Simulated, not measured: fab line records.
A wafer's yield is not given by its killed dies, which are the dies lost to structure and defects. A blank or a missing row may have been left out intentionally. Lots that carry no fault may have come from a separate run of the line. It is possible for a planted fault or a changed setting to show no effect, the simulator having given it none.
2 desks looking at one fault	flow n5Finfet	numbers are kept per desk, each desk with only its own; the story behind them comes last

== THE METROLOGY DESK ==
What the gauges read, lot by lot, whatever tool the lot ran on: means of the sampled wafers that have a number. If a lot's mean is further than 4 standard deviations from the usual mean, the lot is out of limits and carries the mark OUT (the distance appears in the brackets).
Columns: A = M8_ILD_THK at N5_BEOL_M8_THK_MEAS_01, usual 156.9 nm; B = cdNm at N5_BEOL_M8_CD_MEAS_11, usual 38.3 nm; C = M8_OVL at N5_BEOL_M8_OVL_MEAS_12, usual 0.5 nm
lot	first seen here	A	B	C
L234	day 10 08:17	158.2	38.3	0.5
L235	day 10 09:20	155.7	37.9	-0.3
L242	day 12 12:16	154.8	37.7	0.8
L249	day 14 02:21	157.9	38.6	0.6
L255	day 15 20:00	156.5	38.2	1.4
Finding of this desk: none of the 5 lots has anything out of limits.

== THE DEFECT DESK ==
Lot by lot, what the route's inspections counted, given as the mean of those sampled wafers with a number. If a lot's mean is further than 4 standard deviations from the usual mean, the lot is out of limits and carries the mark OUT (the distance appears in the brackets).
Columns: A = rawDefectCount at N5_BEOL_M8_INSPECT_13, usual 385
lot	first seen here	A
L234	day 10 12:07	455
L235	day 10 12:38	437
L242	day 12 13:08	384
L249	day 14 04:25	461
L255	day 15 21:43	434
Finding of this desk: none of the 5 lots has anything out of limits.

== ALL TOGETHER ==
The metrology desk saw nothing out of limits.
Nothing out of limits was seen by the defect desk.

== WHAT WAS PUT IN BY THE SIMULATOR ==
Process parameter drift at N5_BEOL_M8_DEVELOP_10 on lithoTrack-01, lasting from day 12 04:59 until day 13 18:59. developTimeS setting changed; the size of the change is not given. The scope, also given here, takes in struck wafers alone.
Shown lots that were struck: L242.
